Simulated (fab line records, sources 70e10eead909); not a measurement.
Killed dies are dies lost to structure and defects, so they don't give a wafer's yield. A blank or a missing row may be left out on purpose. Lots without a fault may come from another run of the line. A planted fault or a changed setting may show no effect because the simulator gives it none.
Chamber matching | flow nand_harc | NHARC_A_STAIRCASE_CMP_450 on cmp-01: 4 sister chambers
The step polishes SiO2, target thk 200 nm. 7 wafers are shown with their chamber, then 8 later ones without.

WAFERS WITH THEIR CHAMBER
wafer  | chamber | motor_current_A (A) | slurry_filter_dp_kPa (kPa)
L077.4 | 1       | 15.3                | 13.34
L079.4 | 2       | 10.8                | 13.21
L082.4 | 1       | 15.2                | 13.34
L083.1 | 3       | 13.8                | 13.50
L083.4 | 0       | 11.2                | 13.48
L083.5 | 0       | 11.4                | 13.46
L080.2 | 3       | 13.8                | 13.46

WAFERS WITHOUT THEIR CHAMBER
wafer  | motor_current_A (A) | slurry_filter_dp_kPa (kPa)
L080.3 | 11.1                | 13.46
L080.5 | 15.1                | 13.74
L084.3 | 10.2                | 13.57
L084.4 | 15.3                | 13.50
L084.6 | 10.3                | 13.49
L085.1 | 11.3                | 13.48
L085.2 | 10.8                | 13.32
L085.5 | 15.2                | 13.47

WHICH CHAMBER EACH WENT THROUGH
wafer  | from the rows above     | in truth
L080.3 | 0                       | 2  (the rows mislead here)
L080.5 | can't be placed: 3 or 1 | 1
L084.3 | 0                       | 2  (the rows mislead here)
L084.4 | 1                       | 1
L084.6 | 0                       | 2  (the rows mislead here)
L085.1 | 0                       | 0
L085.2 | 2                       | 2
L085.5 | 1                       | 1
Placed correctly: 4 of 8. Can't be placed from these rows: 1 (the true chamber is among the candidates in 1). Placed wrongly: 3.
How it was worked out, from the rows above alone: a wafer's distance from a chamber is the root of the sum, over the readings, of the square of ((its reading less the chamber's mean) divided by the reading's scatter). The wafer belongs to the nearest chamber; if the next one is less than 2 further off, it can't be placed. A chamber's mean is the mean of its shown wafers. The scatter: the root of (the sum of the squares of (reading less its chamber's mean) over the shown wafers, divided by (wafers less chambers)).
